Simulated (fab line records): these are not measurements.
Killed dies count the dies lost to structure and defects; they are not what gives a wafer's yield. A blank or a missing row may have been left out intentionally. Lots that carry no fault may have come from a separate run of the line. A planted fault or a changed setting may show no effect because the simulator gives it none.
One fault through the eyes of 3 desks :: flow nand harc :: each desk has only its own numbers; what lay behind them comes last

== TOOL OWNER'S DESK, rie diel-06 ==
The tool's own readings at NHARC_P_GATE_HM_OPEN_105 (chemistry O2/COS, target depth 360 nm): means of the sampled wafers that have a number, for each lot that ran on this tool. The brackets show how far a lot's mean lies from the usual mean; more than 4 standard deviations puts the lot out of limits, marked OUT.
Columns: A = drypump motor current A at NHARC_P_GATE_HM_OPEN_105, usual 5.5 A; B = oes product au at NHARC_P_GATE_HM_OPEN_105, usual 0.998 a.u.; C = rf vpp V at NHARC_P_GATE_HM_OPEN_105, usual 468 V; D = showerhead plenum p Torr at NHARC_P_GATE_HM_OPEN_105, usual 3.15 Torr; E = throttle valve pct at NHARC_P_GATE_HM_OPEN_105, usual 28.330 %
lot: L751
first seen here: day 5 15:00
A: 5.4
B: 1.014
C: 464
D: 2.97
E: 28.340

lot: L752
first seen here: day 5 23:00
A: 5.8
B: 1.002
C: 464
D: 2.97
E: 28.332

lot: L759
first seen here: day 8 00:00
A: 5.8
B: 0.998
C: 464
D: 2.96
E: 28.333
This desk's verdict: no lot among the 3 shows anything out of limits.

== THE DEFECT DESK ==
Inspection counts along the route, by lot: the mean over sampled wafers that carry a number. The brackets show how far a lot's mean lies from the usual mean; more than 4 standard deviations puts the lot out of limits, marked OUT.
Columns: A = raw defect count at NHARC_P_GATE_INSPECT_68, usual 222
lot: L749
first seen here: day 6 01:07
A: 157

lot: L750
first seen here: day 6 07:43
A: 202

lot: L751
first seen here: day 6 09:03
A: 221

lot: L753
first seen here: day 6 18:04
A: 251

lot: L752
first seen here: day 6 18:54
A: 205

lot: L754
first seen here: day 7 02:53
A: 224

lot: L759
first seen here: day 8 19:17
A: 462

lot: L764
first seen here: day 9 19:09
A: 275

lot: L765
first seen here: day 9 20:06
A: 310

lot: L767
first seen here: day 10 05:53
A: 138

lot: L768
first seen here: day 10 21:52
A: 205

lot: L769
first seen here: day 11 03:35
A: 323
This desk's verdict: no lot among the 12 shows anything out of limits.

== THE METROLOGY DESK ==
Means of the sampled wafers that have a number, per lot and without regard to the tool the lot ran on: this is what the gauges read. The brackets show how far a lot's mean lies from the usual mean; more than 4 standard deviations puts the lot out of limits, marked OUT.
Columns: A = cd nm at NHARC_P_GATE_CD_MEAS_33, usual 119.2 nm
lot: L749
first seen here: day 5 05:18
A: 117.9

lot: L750
first seen here: day 5 10:42
A: 119.9

lot: L751
first seen here: day 5 15:42
A: 122.4

lot: L752
first seen here: day 5 23:39
A: 122.1

lot: L753
first seen here: day 6 00:22
A: 119.5

lot: L754
first seen here: day 6 09:12
A: 119.0

lot: L759
first seen here: day 8 01:04
A: 121.4

lot: L764
first seen here: day 9 00:34
A: 117.9

lot: L765
first seen here: day 9 01:11
A: 119.8

lot: L767
first seen here: day 9 12:02
A: 120.6

lot: L768
first seen here: day 10 01:56
A: 117.8

lot: L769
first seen here: day 10 09:56
A: 117.0
This desk's verdict: no lot among the 12 shows anything out of limits.

== PUT TOGETHER ==
The desk of the tool owner found nothing out of limits.
Nothing out of limits was seen by the defect desk.
From the metrology desk's view, nothing was out of limits.

== WHAT THE SIMULATOR HAD PUT IN ==
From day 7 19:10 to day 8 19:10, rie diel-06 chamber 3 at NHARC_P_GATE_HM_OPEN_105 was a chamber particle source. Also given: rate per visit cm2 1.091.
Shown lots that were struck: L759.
